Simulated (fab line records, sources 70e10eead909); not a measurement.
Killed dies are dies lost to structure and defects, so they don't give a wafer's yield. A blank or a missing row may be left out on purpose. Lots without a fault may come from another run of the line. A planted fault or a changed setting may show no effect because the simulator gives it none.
fab line records | flow nand_harc
record lots=24 wafers=72 last_day=34
route steps=1302 shown A_STAIRCASE@650
lots that met no fault: from a run of the same line without faults
start_h: hours from the record's first day to the start of the lot's first wafer shown | wait_h: hours since the lot's step before | " the same as in the row above | L1.1+2: a row that stands for several wafers | - no value, or no start given | * or withheld: withheld | < > ~ a bound
route shown NAME@n: a module of which the file shows steps, and the number in the route of the first | usual: mean/standard deviation of fault-free wafers | same: alike in all rows | chamber/n: place in a boat | sites: the reading at each site | _std_site: their standard deviation | _edge_site: outer sites' mean less inner sites' | radius_mm: how far each site lies from the wafer's centre | mask NAME#n: copy n | behind: the tool/chamber that last shaped the wafer | hold: why the lot was held/for how many hours/how that ended | device: the transistor (n, p or np) that didn't switch | end of line: the same wafers' tests at the end of the route | a step without rows: its recipe alone | killed: dies lost to structure and defects at the first sort, not the wafer's yield | map: a wafer's dies, x killed, . not, _ none there
set.NAME: the setting as run; set.NAME@STEP: as run at that earlier step | model.NAME: the simulator's own value behind a step, which no gauge read
steps of the route over a sample of lots; a table a step, a row a wafer
services: from which hour (start_h, from the record's first day; less than 0 if before it) a tool's chamber was out of use, for how many hours, and why
## steps
# step NHARC_A_STAIRCASE_DESCUM_168
# recipe time_s=3 o2_flow_sccm=200 ar_flow_sccm=0 bias_power_w=0 chemistry=O2
# usual drypump_motor_current_A=5.9/0.4 oes_product_au=1.003/0.0075 rf_vpp_V=57.9/0.86 showerhead_plenum_p_Torr=1.95/0.093 throttle_valve_pct=11.311/0.0091
# columns lot.wafer tool chamber start_h wait_h drypump_motor_current_A oes_product_au rf_hours_counter_h rf_vpp_V showerhead_plenum_p_Torr throttle_valve_pct
L076.3 rie_diel-05 1 358.53 - 5.5 1.008 41 57.7 2.03 11.310
L076.2 " 2 " " 5.3 0.995 40 57.9 1.98 11.315
L076.6 " 1 " " 5.5 1.014 - 58.3 2.03 11.308
L075.4 rie_diel-13 1 358.69 - 6.4 1.001 1 58.2 2.00 11.317
L075.1 " 2 " " 6.3 1.001 1 57.5 2.08 11.303
L075.3 " 3 " " 6.1 1.007 1 56.5 1.81 11.318
L074.4 rie_diel-13 3 364.21 - 6.1 1.002 1 57.0 1.81 11.308
L074.3 " 0 " " 6.4 1.003 2 58.2 1.82 11.316
L074.2 " 1 " " 6.4 1.007 2 58.2 2.00 11.316
L078.4 rie_diel-05 3 391.60 - 5.5 1.005 51 56.5 1.88 11.299
L078.1 " 0 " " 6.2 0.993 49 57.9 1.99 11.304
L078.5 " 2 " " 5.3 1.010 - 59.3 1.98 11.294
L077.3 rie_diel-05 2 396.64 - 5.3 1.012 49 56.2 1.98 11.304
L077.2 " 0 " " 6.2 1.005 51 59.1 1.99 11.301
L077.6 " 1 " " 5.5 1.011 - 60.0 2.02 11.314
L079.4 rie_diel-13 2 403.42 - 6.3 0.996 13 58.9 2.07 11.324
L079.1 " 0 " " 6.5 1.006 15 57.7 1.82 11.324
L079.6 " 1 " " 6.4 1.007 - 57.7 1.99 11.318
L080.3 rie_diel-05 2 403.48 - 5.3 1.005 50 58.6 1.98 11.307
L080.4 " 1 " " 5.5 1.010 - 58.2 2.02 11.314
L080.5 " 2 " " 5.3 0.994 - 57.9 1.98 11.308
L081.2 rie_diel-13 1 428.66 - 6.4 1.003 23 58.3 1.99 11.319
L081.3 " 0 " " 6.5 0.995 24 57.0 1.82 11.303
L081.6 " 1 " " 6.4 0.999 - 58.7 1.99 11.324
L082.1 rie_diel-13 0 439.39 - 6.5 0.995 26 57.4 1.81 11.308
L082.6 " 2 " " 6.3 1.013 - 58.2 2.07 11.324
L082.5 " 3 " " 6.1 1.002 - 59.4 1.80 11.316
L083.3 rie_diel-05 0 439.63 - 6.2 1.006 7 57.6 1.99 11.314
L083.6 " 1 " " 5.5 1.018 - 58.8 2.02 11.313
L083.4 " 2 " " 5.3 1.010 - 58.3 1.98 11.307
L084.3 rie_diel-07 3 457.31 - 6.2 0.994 53 58.5 2.02 11.295
L084.4 " 1 " " 5.7 1.001 45 57.1 1.79 11.301
L084.6 " 3 " " 6.2 0.999 - 57.6 2.02 11.312
L085.3 rie_diel-13 0 457.46 - 6.5 0.998 31 57.6 1.81 11.309
L085.5 " 0 " " 6.4 0.994 - 57.6 1.81 11.318
L085.6 " 1 " " 6.4 1.001 - 58.0 1.99 11.305
L086.4 rie_diel-05 1 470.85 - 5.4 1.010 14 58.5 2.02 11.310
L086.2 " 2 " " 5.3 1.007 16 58.5 1.97 11.315
L086.6 " 3 " " 5.5 1.003 - 58.7 1.88 11.309
L088.2 rie_diel-07 1 487.92 - 5.7 0.986 1 57.1 1.79 11.315
L088.3 " 2 " " 6.0 0.996 2 57.7 1.88 11.312
L088.5 " 0 " " 6.1 1.012 - 58.4 2.08 11.307
L089.2 rie_diel-13 0 491.76 - 6.4 0.989 44 57.4 1.81 11.302
L089.4 " 2 " " 6.3 0.999 43 58.8 2.06 11.311
L089.3 " 3 " " 6.1 0.999 43 57.2 1.80 11.315
L087.2 rie_diel-07 3 491.94 - 6.2 0.991 3 57.5 2.02 11.323
L087.6 " 3 " " 6.2 0.990 - 57.8 2.02 11.324
L087.5 " 0 " " 6.1 1.010 - 57.9 2.08 11.318
L090.2 rie_diel-05 0 504.34 - 6.2 1.012 27 60.5 1.98 11.309
L090.1 " 2 " " 5.3 1.013 32 58.0 1.97 11.316
L090.3 " 3 " " 5.5 0.996 27 55.9 1.87 11.315
L091.4 rie_diel-05 1 504.53 - 5.5 1.010 30 57.2 2.01 11.314
L091.2 " 2 " " 5.3 1.005 32 57.1 1.97 11.316
L091.5 " 3 " " 5.5 1.003 - 57.3 1.87 11.299
L093.1 rie_diel-05 0 527.64 - 6.2 1.022 37 57.9 1.98 11.330
L093.4 " 1 " " 5.5 1.016 39 57.7 2.01 11.293
L093.2 " 3 " " 5.5 1.011 34 58.2 1.87 11.318
L092.2 rie_diel-05 2 527.81 - 5.3 1.006 39 58.0 1.97 11.305
L092.4 " 1 " " 5.5 1.004 39 58.1 2.01 11.299
L092.5 " 2 " " 5.3 1.004 - 58.0 1.97 11.304
L094.2 rie_diel-13 0 555.23 - 6.4 1.011 7 57.2 1.80 11.318
L094.1 " 1 " " 6.4 0.998 6 58.3 1.98 11.309
L094.4 " 2 " " 6.2 0.996 6 58.8 2.06 11.321
L096.2 rie_diel-05 3 567.82 - 5.5 1.006 49 57.9 1.87 11.305
L096.4 " 0 " " 6.2 1.003 49 58.4 1.97 11.302
L096.6 " 2 " " 5.3 1.014 - 58.7 1.96 11.297
L095.4 rie_diel-13 1 574.31 - 6.4 1.015 13 59.0 1.98 11.316
L095.2 " 0 " " 6.5 0.999 15 57.5 1.80 11.299
L095.5 " 1 " " 6.4 1.003 - 57.7 1.98 11.317
L097.4 rie_diel-07 2 589.59 - 5.9 1.002 13 58.4 1.87 11.306
L097.2 " 3 " " 6.2 0.985 45 58.3 2.01 11.304
L097.6 " 1 " " 5.7 0.994 - 57.3 1.78 11.312
# step NHARC_A_STAIRCASE_ETCH_21
# recipe target_depth_a=1000 time_s=40.5 ion_energy_ev=400 c4f8_flow_sccm=20 o2_flow_sccm=10 ar_flow_sccm=withheld rf_w=600 bias_w=1000 chemistry=C4F8/O2
# usual oes_product_au=0.954/0.016 rf_vpp_V=897/6.1
# columns lot.wafer tool chamber start_h wait_h oes_product_au rf_hours_counter_h rf_vpp_V
L076.2 rie_diel-05 3 - - 0.927 42 893
L076.3 " 0 " " 0.945 40 902
L076.6 " 1 " " 0.952 - 903
L075.4 rie_diel-13 0 - - 0.940 2 891
L075.1 " 2 " " 0.944 1 905
L075.3 " 3 " " 0.952 1 889
L074.3 rie_diel-13 3 - - 0.958 3 891
L074.2 " 0 " " 0.972 3 889
L074.4 " 2 " " 0.977 2 906
L078.1 rie_diel-13 2 - - 0.934 11 905
L078.4 " 1 " " 0.937 12 900
L078.5 " 3 " " 0.945 - 890
L077.3 rie_diel-05 2 - - 0.980 50 899
L077.2 " 3 " " 0.974 53 894
L077.6 " 0 " " 0.963 - 901
L079.1 rie_diel-07 2 - - 0.947 34 895
L079.4 " 0 " " 0.938 - 885
L079.6 " 3 " " 0.929 - 903
L080.3 rie_diel-13 0 - - 0.957 17 888
L080.4 " 1 " " 0.960 16 900
L080.5 " 0 " " 0.956 - 891
L081.3 rie_diel-05 0 - - 0.973 3 900
L081.2 " 1 " " 0.966 3 902
L081.6 " 2 " " 0.971 - 901
L082.1 rie_diel-13 3 - - 0.972 29 888
L082.5 " 0 " " 0.945 - 888
L082.6 " 1 " " 0.940 - 900
L083.3 rie_diel-07 3 - - 0.977 50 903
L083.4 " 1 " " 0.961 42 888
L083.6 " 3 " " 0.981 - 903
L084.4 rie_diel-13 3 - - 0.954 32 888
L084.3 " 2 " " 0.957 31 906
L084.6 " 0 " " 0.951 - 888
L085.3 rie_diel-13 3 - - 0.940 32 890
L085.5 " 1 " " 0.942 - 901
L085.6 " 2 " " 0.948 - 905
L086.4 rie_diel-13 2 - - 0.919 38 906
L086.2 " 1 " " 0.932 36 900
L086.6 " 3 " " 0.930 - 888
L088.3 rie_diel-07 0 - - 0.956 2 907
L088.2 " 1 " " 0.968 2 889
L088.5 " 0 " " 0.968 - 905
L089.4 rie_diel-07 1 - - 0.974 3 888
L089.2 " 2 " " 0.973 3 892
L089.3 " 0 " " 0.954 3 906
L087.2 rie_diel-05 2 - - 0.967 29 900
L087.6 " 3 " " 0.945 - 893
L087.5 " 0 " " 0.944 - 900
L091.4 rie_diel-05 1 - - 0.954 31 902
L091.2 " 2 " " 0.950 33 898
L091.5 " 0 " " 0.948 - 901
L090.1 rie_diel-05 3 - - 0.968 28 892
L090.3 " 1 " " 0.961 31 902
L090.2 " 2 " " 0.990 33 900
L093.1 rie_diel-13 1 - - 0.962 0 899
L093.2 " 2 " " 0.967 0 904
L093.4 " 3 " " 0.983 0 888
L092.2 rie_diel-07 1 - - 0.938 17 887
L092.5 " 3 " " 0.930 - 901
L092.4 " 1 " " 0.935 - 887
L094.4 rie_diel-05 2 - - 0.963 49 898
L094.1 " 3 " " 0.979 44 894
L094.2 " 1 " " 0.977 47 902
L096.4 rie_diel-05 1 - - 0.945 50 903
L096.2 " 2 " " 0.941 53 899
L096.6 " 0 " " 0.938 - 899
L095.4 rie_diel-05 2 - - 0.945 54 899
L095.2 " 1 " " 0.951 52 902
L095.5 " 3 " " 0.945 - 893
L097.2 rie_diel-07 2 - - 0.936 14 894
L097.4 " 3 " " 0.929 46 901
L097.6 " 2 " " 0.933 - 893
# step NHARC_A_STAIRCASE_DESCUM_186
# recipe time_s=3 o2_flow_sccm=200 ar_flow_sccm=0 bias_power_w=0 chemistry=O2
# usual drypump_motor_current_A=6.0/0.36 oes_product_au=1.002/0.0076 rf_vpp_V=57.9/0.94 showerhead_plenum_p_Torr=1.93/0.1 throttle_valve_pct=11.311/0.0088
# columns lot.wafer tool chamber start_h wait_h drypump_motor_current_A oes_product_au rf_hours_counter_h rf_vpp_V showerhead_plenum_p_Torr throttle_valve_pct
L075.1 rie_diel-07 0 364.23 - 6.1 1.005 23 57.3 1.77 11.316
L075.3 " 1 " " 5.7 0.987 21 56.6 1.80 11.301
L075.4 " 2 " " 5.9 1.002 20 59.5 1.89 11.309
L076.3 rie_diel-13 0 364.38 - 6.5 0.996 2 57.8 1.82 11.302
L076.2 " 1 " " 6.4 1.001 2 59.9 2.00 11.314
L076.6 " 1 " " 6.4 0.996 - 57.2 2.00 11.319
L074.4 rie_diel-07 3 369.87 - 6.1 0.995 20 56.2 2.03 11.302
L074.3 " 1 " " 5.7 0.992 23 57.7 1.80 11.317
L074.2 " 2 " " 5.9 1.001 22 56.6 1.89 11.306
L078.1 rie_diel-07 2 398.50 - 5.9 0.998 29 58.3 1.89 11.318
L078.4 " 3 " " 6.1 1.002 30 57.5 2.03 11.321
L078.5 " 1 " " 5.7 0.998 - 56.1 1.80 11.310
L077.3 rie_diel-13 0 402.51 - 6.5 0.993 14 56.7 1.82 11.296
L077.2 " 1 " " 6.4 0.999 14 59.5 1.99 11.298
L077.6 " 2 " " 6.2 0.995 - 58.6 2.07 11.307
L079.1 rie_diel-07 3 409.80 - 6.1 0.999 36 57.6 2.03 11.334
L079.6 " 2 " " 5.9 1.012 - 56.7 1.89 11.322
L079.4 " 0 " " 6.1 0.998 - 57.0 1.76 11.291
L080.4 rie_diel-13 0 410.00 - 6.5 1.002 18 57.0 1.82 11.307
L080.3 " 3 " " 6.1 1.005 20 57.1 1.81 11.312
L080.5 " 1 " " 6.4 0.995 - 57.8 1.99 11.322
L081.2 rie_diel-13 2 434.18 - 6.3 1.001 24 58.4 2.07 11.303
L081.3 " 3 " " 6.1 1.002 25 58.3 1.81 11.311
L081.6 " 0 " " 6.5 1.010 - 57.9 1.81 11.319
L082.1 rie_diel-05 2 445.14 - 5.3 1.006 8 56.7 1.98 11.316
L082.6 " 1 " " 5.5 1.006 - 58.7 2.02 11.311
L082.5 " 2 " " 5.3 1.006 - 59.0 1.98 11.329
L083.3 rie_diel-13 0 445.39 - 6.5 1.001 29 55.4 1.81 11.303
L083.4 " 2 " " 6.3 0.999 28 58.4 2.07 11.310
L083.6 " 0 " " 6.5 0.993 - 56.0 1.81 11.318
L084.3 rie_diel-05 0 463.02 - 6.2 0.997 13 57.8 1.98 11.304
L084.4 " 1 " " 5.5 1.007 12 58.8 2.02 11.310
L084.6 " 0 " " 6.2 0.990 - 58.0 1.98 11.311
L085.3 rie_diel-07 1 463.31 - 5.7 0.999 48 58.4 1.79 11.299
L085.5 " 2 " " 6.0 1.010 - 57.1 1.88 11.303
L085.6 " 3 " " 6.2 0.994 - 56.7 2.02 11.309
L086.2 rie_diel-05 2 480.01 - 5.3 1.018 22 59.1 1.97 11.313
L086.4 " 3 " " 5.5 0.997 19 57.0 1.88 11.310
L086.6 " 2 " " 5.3 1.010 - 59.4 1.97 11.308
L088.2 rie_diel-07 0 493.47 - 6.1 1.001 3 59.7 2.08 11.308
L088.3 " 2 " " 5.9 0.991 2 57.7 1.88 11.317
L088.5 " 1 " " 5.7 0.998 - 57.5 1.79 11.306
L089.3 rie_diel-13 3 497.32 - 6.0 1.007 43 56.5 1.80 11.314
L089.2 " 0 " " 6.5 1.006 45 57.9 1.81 11.319
L089.4 " 2 " " 6.3 0.998 43 57.3 2.06 11.322
L087.2 rie_diel-05 2 497.47 - 5.3 1.018 30 59.4 1.97 11.315
L087.5 " 2 " " 5.3 1.020 - 58.0 1.97 11.299
L087.6 " 3 " " 5.5 1.004 - 56.8 1.87 11.320
L091.4 rie_diel-05 2 509.95 - 5.3 1.010 33 58.6 1.97 11.307
L091.2 " 0 " " 6.2 0.999 30 57.1 1.98 11.309
L091.5 " 2 " " 5.3 1.004 - 58.7 1.97 11.316
L090.2 rie_diel-07 3 511.24 - 6.1 1.001 10 58.9 2.02 11.297
L090.3 " 0 " " 6.1 1.001 10 59.4 2.07 11.315
L090.1 " 1 " " 5.7 0.993 7 58.8 1.79 11.307
L093.4 rie_diel-05 1 534.43 - 5.5 1.011 41 57.9 2.01 11.303
L093.1 " 2 " " 5.3 1.006 43 58.4 1.96 11.316
L093.2 " 0 " " 6.2 1.009 39 58.0 1.97 11.322
L092.2 rie_diel-07 0 535.01 - 6.1 0.997 20 57.9 2.07 11.331
L092.4 " 3 " " 6.1 0.990 - 57.9 2.01 11.323
L092.5 " 1 " " 5.7 1.002 - 56.3 1.79 11.319
L094.2 rie_diel-13 2 561.96 - 6.2 1.000 8 57.3 2.05 11.315
L094.1 " 3 " " 6.1 1.000 11 56.2 1.79 11.315
L094.4 " 0 " " 6.4 1.004 11 56.7 1.80 11.309
L096.4 rie_diel-05 1 573.34 - 5.5 1.007 51 57.6 2.00 11.319
L096.2 " 3 " " 5.5 0.994 50 57.3 1.86 11.302
L096.6 " 2 " " 5.3 1.018 - 58.3 1.96 11.308
L095.4 rie_diel-13 2 579.82 - 6.3 1.009 13 58.0 2.05 11.308
L095.2 " 3 " " 6.1 0.988 15 57.5 1.79 11.303
L095.5 " 3 " " 6.0 0.997 - 58.2 1.79 11.295
L097.2 rie_diel-07 3 595.36 - 6.1 0.989 47 58.8 2.00 11.319
L097.4 " 1 " " 5.7 1.001 41 58.4 1.78 11.328
L097.6 " 3 " " 6.1 0.981 - 57.9 2.00 11.326
# step NHARC_A_STAIRCASE_TRIM_189
# recipe time_s=211.2 o2_flow_sccm=500 ar_flow_sccm=0 bias_w=0 chemistry=O2
# usual drypump_motor_current_A=6.0/0.35 oes_product_au=1.002/0.0074 rf_vpp_V=57.7/0.96 showerhead_plenum_p_Torr=3.55/0.18 throttle_valve_pct=17.037/0.0087
# columns lot.wafer tool chamber start_h wait_h drypump_motor_current_A oes_product_au rf_hours_counter_h rf_vpp_V showerhead_plenum_p_Torr throttle_valve_pct
L075.4 rie_diel-07 2 - - 6.0 1.018 20 57.3 3.49 17.032
L075.3 " 3 " " 6.2 0.991 18 59.4 3.73 17.033
L075.1 " 1 " " 5.7 0.998 22 57.6 3.34 17.034
L076.3 rie_diel-13 2 - - 6.3 1.000 2 58.4 3.81 17.026
L076.2 " 3 " " 6.1 1.001 2 58.0 3.35 17.033
L076.6 " 0 " " 6.5 0.999 - 58.1 3.37 17.039
L074.4 rie_diel-07 0 - - 6.1 1.002 25 57.0 3.28 17.038
L074.3 " 2 " " 6.0 1.007 22 58.7 3.49 17.029
L074.2 " 3 " " 6.2 0.993 20 57.8 3.73 17.037
L078.4 rie_diel-07 0 - - 6.1 1.008 36 56.8 3.27 17.022
L078.1 " 1 " " 5.7 1.001 32 56.7 3.33 17.030
L078.5 " 0 " " 6.1 1.015 - 56.8 3.27 17.031
L077.2 rie_diel-13 2 - - 6.3 1.001 13 58.7 3.80 17.041
L077.3 " 3 " " 6.1 1.002 14 55.9 3.35 17.012
L077.6 " 2 " " 6.3 1.003 - 57.7 3.80 17.039
L079.1 rie_diel-07 0 - - 6.1 0.998 42 57.1 3.27 17.028
L079.4 " 3 " " 6.1 1.004 - 57.0 3.72 17.037
L079.6 " 0 " " 6.1 0.993 - 57.1 3.27 17.028
L080.4 rie_diel-13 2 - - 6.3 1.004 19 58.1 3.80 17.036
L080.3 " 0 " " 6.5 1.004 18 56.7 3.36 17.043
L080.5 " 1 " " 6.4 0.997 - 58.0 3.67 17.052
L081.2 rie_diel-13 1 - - 6.4 0.994 24 57.9 3.66 17.044
L081.3 " 2 " " 6.2 1.001 25 60.0 3.79 17.034
L081.6 " 3 " " 6.1 1.004 - 56.8 3.34 17.036
L082.1 rie_diel-05 0 - - 6.2 1.008 9 57.9 3.65 17.028
L082.5 " 1 " " 5.4 1.016 - 57.0 3.71 17.049
L082.6 " 2 " " 5.3 1.009 - 55.8 3.64 17.038
L083.3 rie_diel-13 3 - - 6.1 1.003 29 58.3 3.34 17.033
L083.4 " 1 " " 6.4 0.997 28 56.6 3.66 17.044
L083.6 " 3 " " 6.1 1.002 - 57.5 3.34 17.035
L084.4 rie_diel-05 0 - - 6.2 1.004 13 58.2 3.65 17.038
L084.3 " 2 " " 5.3 1.013 14 58.2 3.63 17.050
L084.6 " 1 " " 5.5 1.004 - 58.3 3.71 17.048
L085.3 rie_diel-07 3 - - 6.1 1.002 55 57.8 3.71 17.026
L085.6 " 1 " " 5.7 1.001 - 57.8 3.32 17.045
L085.5 " 2 " " 6.0 1.010 - 58.6 3.47 17.034
L086.2 rie_diel-05 3 - - 5.5 0.998 19 58.3 3.46 17.032
L086.4 " 0 " " 6.2 1.008 20 58.9 3.65 17.022
L086.6 " 1 " " 5.5 1.005 - 58.2 3.70 17.028
L088.2 rie_diel-07 3 - - 6.1 1.001 3 57.5 3.71 17.041
L088.3 " 1 " " 5.7 1.000 2 57.7 3.32 17.037
L088.5 " 0 " " 6.1 0.997 - 58.6 3.81 17.022
L089.4 rie_diel-13 0 - - 6.5 0.988 45 57.2 3.35 17.036
L089.2 " 1 " " 6.4 1.002 45 56.9 3.65 17.038
L089.3 " 2 " " 6.3 0.996 44 58.5 3.78 17.031
L087.2 rie_diel-05 2 - - 5.3 1.005 30 59.2 3.62 17.033
L087.6 " 2 " " 5.3 1.003 - 56.6 3.62 17.041
L087.5 " 3 " " 5.5 0.998 - 59.3 3.46 17.035
L091.4 rie_diel-05 3 - - 5.5 0.997 29 58.2 3.46 17.039
L091.2 " 2 " " 5.3 1.003 33 57.9 3.62 17.029
L091.5 " 0 " " 6.2 1.005 - 57.8 3.64 17.029
L090.3 rie_diel-07 3 - - 6.1 0.997 12 58.3 3.70 17.034
L090.2 " 0 " " 6.1 1.003 11 59.2 3.80 17.067
L090.1 " 1 " " 5.7 0.999 9 56.4 3.32 17.026
L093.1 rie_diel-05 1 - - 5.5 1.011 42 58.8 3.69 17.045
L093.2 " 2 " " 5.3 1.013 43 57.2 3.62 17.036
L093.4 " 0 " " 6.2 1.005 39 56.8 3.63 17.049
L092.2 rie_diel-07 0 - - 6.1 1.000 20 59.3 3.80 17.036
L092.4 " 3 " " 6.1 0.998 - 60.3 3.70 17.045
L092.5 " 0 " " 6.1 1.004 - 58.4 3.80 17.041
L094.1 rie_diel-13 0 - - 6.4 1.002 12 56.8 3.34 17.050
L094.2 " 1 " " 6.4 0.992 9 59.7 3.64 17.041
L094.4 " 3 " " 6.1 0.987 12 56.2 3.32 17.024
L096.4 rie_diel-05 2 - - 5.3 1.010 53 57.8 3.61 17.048
L096.2 " 0 " " 6.2 1.015 50 58.8 3.63 17.015
L096.6 " 1 " " 5.5 1.011 - 56.9 3.68 17.047
L095.2 rie_diel-13 1 - - 6.4 1.003 14 58.2 3.63 17.058
L095.4 " 2 " " 6.3 1.000 13 56.5 3.77 17.024
L095.5 " 2 " " 6.3 0.999 - 58.1 3.77 17.045
L097.4 rie_diel-07 3 - - 6.2 0.996 47 58.5 3.68 17.053
L097.2 " 1 " " 5.7 0.996 42 55.9 3.30 17.043
L097.6 " 3 " " 6.2 0.997 - 57.4 3.68 17.029
# step NHARC_A_STAIRCASE_ETCH_201
# recipe target_depth_a=1000 time_s=40.5 ion_energy_ev=400 c4f8_flow_sccm=20 o2_flow_sccm=10 ar_flow_sccm=withheld rf_w=600 bias_w=1000 chemistry=C4F8/O2
# usual oes_product_au=0.946/0.011 rf_vpp_V=897/6.4
# columns lot.wafer tool chamber start_h wait_h oes_product_au rf_hours_counter_h rf_vpp_V
L075.1 rie_diel-07 3 - - 0.940 18 904
L075.4 " 1 " " 0.928 22 889
L075.3 " 2 " " 0.961 20 895
L076.2 rie_diel-13 2 - - 0.938 2 906
L076.3 " 0 " " 0.960 3 889
L076.6 " 2 " " 0.946 - 906
L074.2 rie_diel-05 0 - - 0.963 46 901
L074.3 " 1 " " 0.954 45 903
L074.4 " 2 " " 0.947 45 900
L078.1 rie_diel-13 3 - - 0.953 14 890
L078.4 " 0 " " 0.935 14 890
L078.5 " 2 " " 0.942 - 904
L077.3 rie_diel-13 1 - - 0.940 16 902
L077.2 " 0 " " 0.939 17 889
L077.6 " 1 " " 0.936 - 901
L079.1 rie_diel-07 3 - - 0.918 37 901
L079.4 " 3 " " 0.925 - 902
L079.6 " 0 " " 0.940 - 888
L080.4 rie_diel-13 2 - - 0.951 20 905
L080.3 " 3 " " 0.939 21 889
L080.5 " 2 " " 0.946 - 907
L081.2 rie_diel-13 1 - - 0.942 25 900
L081.3 " 2 " " 0.940 26 904
L081.6 " 0 " " 0.949 - 890
L082.1 rie_diel-07 0 - - 0.961 54 887
L082.5 " 1 " " 0.942 - 887
L082.6 " 2 " " 0.962 - 893
L083.4 rie_diel-05 3 - - 0.943 8 894
L083.3 " 2 " " 0.972 9 899
L083.6 " 3 " " 0.941 - 894
L084.4 rie_diel-13 1 - - 0.937 33 900
L084.3 " 2 " " 0.960 33 904
L084.6 " 1 " " 0.937 - 902
L085.3 rie_diel-07 3 - - 0.950 56 903
L085.5 " 0 " " 0.963 - 886
L085.6 " 1 " " 0.951 - 889
L086.2 rie_diel-05 3 - - 0.942 20 892
L086.4 " 0 " " 0.950 20 901
L086.6 " 0 " " 0.961 - 900
L088.2 rie_diel-13 3 - - 0.962 43 889
L088.3 " 0 " " 0.940 45 889
L088.5 " 0 " " 0.934 - 889
L089.4 rie_diel-05 3 - - 0.930 26 894
L089.2 " 1 " " 0.952 29 903
L089.3 " 2 " " 0.947 31 900
L087.2 rie_diel-07 1 - - 0.962 3 889
L087.6 " 0 " " 0.961 - 908
L087.5 " 1 " " 0.952 - 888
L091.4 rie_diel-05 3 - - 0.938 30 893
L091.2 " 0 " " 0.949 30 900
L091.5 " 1 " " 0.950 - 900
L090.1 rie_diel-07 0 - - 0.948 12 906
L090.3 " 1 " " 0.929 10 888
L090.2 " 3 " " 0.932 13 903
L093.4 rie_diel-05 3 - - 0.940 39 893
L093.1 " 1 " " 0.963 42 901
L093.2 " 2 " " 0.952 44 899
L092.2 rie_diel-07 3 - - 0.941 21 901
L092.4 " 1 " " 0.941 - 888
L092.5 " 3 " " 0.940 - 902
L094.2 rie_diel-05 1 - - 0.954 49 901
L094.1 " 2 " " 0.947 52 898
L094.4 " 0 " " 0.940 48 898
L096.2 rie_diel-05 1 - - 0.945 52 900
L096.4 " 3 " " 0.943 50 892
L096.6 " 2 " " 0.946 - 900
L095.2 rie_diel-13 2 - - 0.940 14 906
L095.4 " 0 " " 0.925 17 889
L095.5 " 3 " " 0.936 - 888
L097.2 rie_diel-13 1 - - 0.951 21 898
L097.4 " 2 " " 0.958 19 904
L097.6 " 0 " " 0.950 - 887
# step NHARC_A_STAIRCASE_ETCH_203
# recipe target_depth_a=1000 time_s=40.5 ion_energy_ev=400 c4f8_flow_sccm=20 o2_flow_sccm=10 ar_flow_sccm=withheld rf_w=600 bias_w=1000 chemistry=C4F8/O2
# usual oes_product_au=0.944/0.012 rf_vpp_V=897/6.3
# columns lot.wafer tool chamber start_h wait_h oes_product_au rf_hours_counter_h rf_vpp_V
L076.3 rie_diel-13 1 - - 0.954 3 901
L076.2 " 3 " " 0.943 2 890
L076.6 " 1 " " 0.959 - 901
L075.4 rie_diel-07 2 - - 0.959 21 895
L075.1 " 0 " " 0.942 23 886
L075.3 " 1 " " 0.934 22 889
L074.4 rie_diel-05 0 - - 0.964 46 901
L074.2 " 1 " " 0.958 45 903
L074.3 " 3 " " 0.950 48 894
L078.4 rie_diel-13 2 - - 0.925 13 905
L078.1 " 1 " " 0.910 14 901
L078.5 " 2 " " 0.918 - 904
L077.2 rie_diel-13 2 - - 0.952 18 906
L077.3 " 3 " " 0.933 19 888
L077.6 " 1 " " 0.942 - 902
L080.3 rie_diel-13 1 - - 0.938 19 901
L080.4 " 2 " " 0.945 20 905
L080.5 " 1 " " 0.934 - 900
L079.1 rie_diel-07 0 - - 0.952 44 887
L079.6 " 3 " " 0.947 - 902
L079.4 " 0 " " 0.945 - 887
L081.3 rie_diel-13 3 - - 0.951 26 889
L081.2 " 0 " " 0.933 26 890
L081.6 " 2 " " 0.938 - 905
L082.1 rie_diel-07 0 - - 0.950 54 887
L082.5 " 0 " " 0.949 - 887
L082.6 " 1 " " 0.945 - 889
L083.3 rie_diel-05 2 - - 0.940 9 900
L083.6 " 0 " " 0.948 - 899
L083.4 " 3 " " 0.931 - 893
L084.3 rie_diel-13 3 - - 0.964 33 889
L084.4 " 0 " " 0.953 33 889
L084.6 " 3 " " 0.958 - 889
L085.3 rie_diel-07 1 - - 0.955 48 888
L085.6 " 0 " " 0.958 - 887
L085.5 " 1 " " 0.952 - 889
L086.4 rie_diel-05 3 - - 0.948 20 894
L086.2 " 0 " " 0.961 20 901
L086.6 " 0 " " 0.965 - 901
L088.3 rie_diel-13 1 - - 0.945 45 899
L088.2 " 2 " " 0.941 43 904
L088.5 " 2 " " 0.934 - 904
L089.4 rie_diel-05 2 - - 0.942 31 899
L089.3 " 0 " " 0.962 27 900
L089.2 " 1 " " 0.954 29 901
L087.2 rie_diel-07 1 - - 0.950 3 889
L087.6 " 3 " " 0.923 - 902
L087.5 " 0 " " 0.938 - 905
L091.4 rie_diel-05 1 - - 0.951 32 901
L091.2 " 3 " " 0.942 30 894
L091.5 " 1 " " 0.952 - 901
L090.1 rie_diel-07 1 - - 0.916 10 887
L090.2 " 3 " " 0.913 13 902
L090.3 " 0 " " 0.928 13 905
L093.2 rie_diel-05 1 - - 0.951 42 901
L093.4 " 3 " " 0.941 39 894
L093.1 " 0 " " 0.961 40 898
L092.2 rie_diel-07 3 - - 0.926 21 903
L092.5 " 3 " " 0.928 - 903
L092.4 " 0 " " 0.943 - 906
L094.4 rie_diel-05 3 - - 0.923 48 893
L094.1 " 1 " " 0.960 49 900
L094.2 " 2 " " 0.962 52 898
L096.4 rie_diel-05 0 - - 0.939 51 900
L096.2 " 2 " " 0.962 54 900
L096.6 " 1 " " 0.957 - 901
L095.2 rie_diel-13 3 - - 0.941 16 887
L095.4 " 2 " " 0.933 14 904
L095.5 " 0 " " 0.941 - 889
L097.2 rie_diel-13 2 - - 0.960 20 905
L097.4 " 3 " " 0.948 21 888
L097.6 " 3 " " 0.950 - 889
## services
# columns tool chamber start_h hours kind
rie_diel-13 - 343.19 9.0 pm
rie_diel-13 0 343.19 9.0 vent_cycle
rie_diel-13 1 343.19 9.0 vent_cycle
rie_diel-13 2 343.19 9.0 vent_cycle
rie_diel-13 3 343.19 9.0 vent_cycle
rie_diel-13 0 352.19 - clean
rie_diel-13 1 352.19 - clean
rie_diel-13 1 352.19 - consumable_replace:focus_ring
rie_diel-13 2 352.19 - clean
rie_diel-13 2 352.19 - consumable_replace:showerhead
rie_diel-13 3 352.19 - clean
rie_diel-13 0 376.69 - clean
rie_diel-13 1 376.69 - clean
rie_diel-13 2 376.69 - clean
rie_diel-05 3 399.97 5.3 repair
rie_diel-07 1 400.98 15.2 repair
rie_diel-05 - 407.97 9.0 pm
rie_diel-05 3 438.00 8.6 repair
rie_diel-05 1 447.27 2.6 repair
rie_diel-07 - 471.39 9.0 pm
rie_diel-07 1 497.00 2.0 repair
rie_diel-07 2 505.24 65.9 repair
rie_diel-13 - 521.21 9.0 pm
rie_diel-05 - 584.97 9.0 pm
## key
fault none
